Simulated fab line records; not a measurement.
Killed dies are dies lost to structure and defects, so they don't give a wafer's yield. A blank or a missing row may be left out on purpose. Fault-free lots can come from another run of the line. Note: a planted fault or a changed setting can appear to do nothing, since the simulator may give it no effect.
A lot that was struck, set against a sound lot ; flow n5 finfet ; 42 out of 1938 route steps
Sound: wafers L610.1, L610.2, L610.4. The struck wafers were L623.1, L623.2, L623.6. The cause is named last.
At each step with rows: each side's tool, then ch and its chambers, then its first start. Under that, the readings that differ: sound wafers ; struck wafers ; difference of the means ; sigmas: that difference in standard deviations of wafers without a fault.
alike: same words and numbers on both sides, and readings whose means sit less than 2 such deviations apart. not compared: any withheld reading, any reading some wafer has no value for, any bound like >300 that may hide the same value, and any number with overlapping values for which the record gives no deviation.
The two part at a step that has a row with sigmas, a row that says differs or no value, or rows on one side only. Numbers that have no deviation but don't overlap get no sigmas and don't part them. A reading that every wafer of one side lacks parts them only if that side has two wafers or more.

first, 11 steps without rows for these wafers: N5_BEOL_M1_ALD_98 (deposits SiO2, target thk 2.5 nm, pulse time 1 s, co reactant pulse time 1 s); N5_BEOL_M1_ETCHBACK_99 (etches SiO2 in CHF3, target depth 5 nm, time 10.4 s); N5_BEOL_M1_ETCH_70 (etches SOC in N2/H2, target depth 80 nm, overetch 16 nm, time 120 s); N5_BEOL_M1_STRIP_71 (strips in N2/H2); N5_BEOL_M1_STRIP_78 (strips in N2/H2); N5_BEOL_M1_VIA_ETCH_34 (etches the open film in C4F6/O2, target depth 67.8 nm, time 64.4 s); N5_BEOL_M1_STRIP_83 (strips in C4F6/O2); N5_BEOL_M1_STRIP_36 (strips in N2/H2); N5_BEOL_M1_TRENCH_ETCH_37 (etches SiOC in C4F6/O2, target depth 55.207 nm, time 29 s); N5_BEOL_M1_ETCH_41 (etches SiCN in CH3F/O2, target depth 31.9 nm, time 57.8 s); N5_BEOL_M1_STRIP_97 (strips in N2/H2, time 10 s).
N5_BEOL_M1_HM_STRIP_39: strips TiN in peroxide tin strip, target depth 25 nm, time 158 s.
  sound on wet bench-03 ch 4,6,7, day 7 21:37; struck on wet bench-03 ch 2,3,6, day 11 07:22
  no value came back on the struck wafers for bath guard temp C (C), bath heat duty pct (%); on the sound wafers bath guard temp C (C) reads 50.6 49.8 50.1
reading;sound;struck;difference;sigmas
model.TiN_of_BEOL_M1_HM_DEP_02.thk nm (nm);0 0 0;18 18 17.8;+18;
then, 1 step without rows for these wafers: N5_BEOL_M1_SRD_40 (time 30 s).
N5_BEOL_M1_PRECLEAN_42: cleans in residue remover, time 60 s.
  sound on wet bench-03 ch 4,6,7, day 7 21:41; struck on wet bench-03 ch 2,3,6, day 11 07:26
reading;sound;struck;difference;sigmas
model.TiN_of_BEOL_M1_HM_DEP_02.thk nm (nm);0 0 0;7 7 6.8;+7;
  alike: bath guard temp C
then, 25 steps without rows for these wafers: N5_BEOL_M1_SRD_43 (time 30 s); N5_BEOL_M1_DEGAS_44 (time 60 s); N5_BEOL_M1_PRE_CLEAN_45 (time 30 s); N5_BEOL_M1_ALD_84 (deposits TaN, pulse time 2 s, purge time 3 s, co reactant purge time 2 s); N5_BEOL_M1_SURFACE_TREAT_85; N5_BEOL_M1_CVD_47 (deposits Co from CCTBA/H2, target thk 3 nm, time 223.8 s); N5_BEOL_M1_SPUTTER_48 (material Cu, target thk 4.5 nm, time 8.29 s); N5_BEOL_M1_ANNEAL_49 (time 240 s); N5_BEOL_M1_SPUTTER_79 (material Cu, target thk 4.5 nm, time 8.29 s); N5_BEOL_M1_ANNEAL_80 (time 240 s); N5_BEOL_M1_SPUTTER_81 (material Cu, target thk 4.5 nm, time 8.29 s); N5_BEOL_M1_ANNEAL_82 (time 240 s); N5_BEOL_M1_SPUTTER_86 (material Cu, target thk 4.5 nm, time 8.29 s); N5_BEOL_M1_ANNEAL_87 (time 240 s); N5_BEOL_M1_SPUTTER_88 (material Cu, target thk 4.5 nm, time 8.29 s); N5_BEOL_M1_ANNEAL_89 (time 240 s); N5_BEOL_M1_SPUTTER_90 (material Cu, target thk 4.5 nm, time 8.29 s); N5_BEOL_M1_ANNEAL_91 (time 240 s); N5_BEOL_M1_SPUTTER_92 (material Cu, target thk 4.5 nm, time 8.29 s); N5_BEOL_M1_ANNEAL_93 (time 240 s); N5_BEOL_M1_SPUTTER_94 (material Cu, target thk 4.5 nm, time 8.29 s); N5_BEOL_M1_ANNEAL_95 (time 240 s); N5_BEOL_M1_SPUTTER_96 (material Cu, target thk 4.5 nm, time 8.29 s); N5_BEOL_M1_ECD_50 (material Cu, target thk 300 nm); N5_BEOL_M1_ANNEAL_51 (time 90 s).
N5_BEOL_M1_CMP_52: polishes, stops on SiOC, t overpolish 6.8 s, target thk 40 nm.
  sound on cmp-04 ch 0,2,3, day 8 00:53; struck on cmp-03 ch 0,1,2, day 11 10:53
reading;sound;struck;difference;sigmas
barrier field endpoint s (s);23.8 24.0 24.8;32.6 32.7 32.6;+8.4;+13
  alike: motor current A
-- record jumps: 4 days separate the struck wafers' starts on either side; left off in module BEOL_M1, taken up again in module BEOL_M4, whose first shown step is the route's number 1111 --
N5_BEOL_M4_RC_MEAS_101:
  sound on prober-02 ch 0, day 10 02:01; struck on prober-02 ch 0, day 15 02:09
  alike: DIBL_N, DIBL_P, IOFF_N, IOFF_P, ION_N, ION_P, SS_N, SS_P, VT_N, VT_P
-- the record jumps here: 5 days lie between the struck wafers' starts before and after (it left off in module BEOL_M4 and takes up again in module PASSIVATION, whose first step shown is number 1936 of the route) --
N5_PASSIVATION_PROBE_49:
  sound on prober-02, day 14 22:41; struck on prober-01, day 20 06:22
reading;sound;struck;difference;sigmas
defect limited yield (%);90.2 90.2 91.6;88.6 84.9 87.5;-3.7;-3
killed_at_M0_to_M3;38 29 31;71 98 76;+49;+4
killed dies;116 116 99;135 178 148;+43;+3
sort_bin_5_function (%);5.6 6.0 4.5;6.7 9.2 6.7;+2.2;+3
sort_bin_6_memory (%);3.3 3.8 3.5;4.4 5.3 5.4;+1.5;+2
sort n pass;1064 1064 1081;1045 1002 1032;-43;-3
sort yield pct (%);90.2 90.2 91.6;88.6 84.9 87.5;-3.7;-3
  alike: killed_at_M4_up, killed at contacts, killed at front end, killed at other, killed open, killed short

WHERE THEY PART
First at N5_BEOL_M1_HM_STRIP_39; last, within this record, at N5_PASSIVATION_PROBE_49.

WHY: the cause the simulator had injected
At N5_BEOL_M1_HM_STRIP_39, the step was skipped entirely on wet bench-03 from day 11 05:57 on. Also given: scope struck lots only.
